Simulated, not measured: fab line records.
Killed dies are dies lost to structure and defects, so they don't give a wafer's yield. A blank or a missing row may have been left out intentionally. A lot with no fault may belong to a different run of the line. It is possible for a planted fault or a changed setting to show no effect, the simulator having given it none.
Which tool did it? :: flow n5Finfet :: 21 wafers sampled from 7 lots at 1 step of a route of 1938

## WHAT THE GAUGES READ, wafer by wafer
N5_HKMG_FIN_THK_MEAS_70: measures by xrf.
lot: L289
measured: day 5 01:09
on: filmMetro-01
HK_THK (nm): 1.599 1.596 1.574

lot: L291
measured: day 5 16:28
on: filmMetro-02
HK_THK (nm): 1.617 1.649 1.635

lot: L294
measured: day 6 05:59
on: filmMetro-02
HK_THK (nm): 1.631 1.594 1.612

lot: L299
measured: day 7 19:00
on: filmMetro-01
HK_THK (nm): 1.583 1.590 1.604

lot: L301
measured: day 8 03:56
on: filmMetro-01
HK_THK (nm): 1.597 1.609 1.569

lot: L304
measured: day 9 00:52
on: filmMetro-02
HK_THK (nm): 1.580 1.611 1.575

lot: L307
measured: day 9 16:05
on: filmMetro-02
HK_THK (nm): 1.620 1.609 1.655

## TOOL THAT RAN EACH LOT (tool first, then ch and the chambers of the sampled wafers, then the start)
There is no process step in the record ahead of these readings.

## THE ANSWER, worked out from the rows above alone
Rule: usual is defined by the lots themselves. The widest of any qualifying gaps counts: lots, ordered by their means at a reading, are off when they make up no more than a third of the lots, leave a main group of 4 or more, and stand apart from it by 3 or more times the standard deviation of that group's means. A main group whose means are all the same, to the digits that the tables above print for the reading, isn't used. Also off: a lot with no number at a reading for which 4 or more lots have one. Where the step has rows for the other lots, those lots are counted as sound.
None of the lots is off at any reading shown; this tells nothing.

## WHAT HAD BEEN PUT IN BY THE SIMULATOR
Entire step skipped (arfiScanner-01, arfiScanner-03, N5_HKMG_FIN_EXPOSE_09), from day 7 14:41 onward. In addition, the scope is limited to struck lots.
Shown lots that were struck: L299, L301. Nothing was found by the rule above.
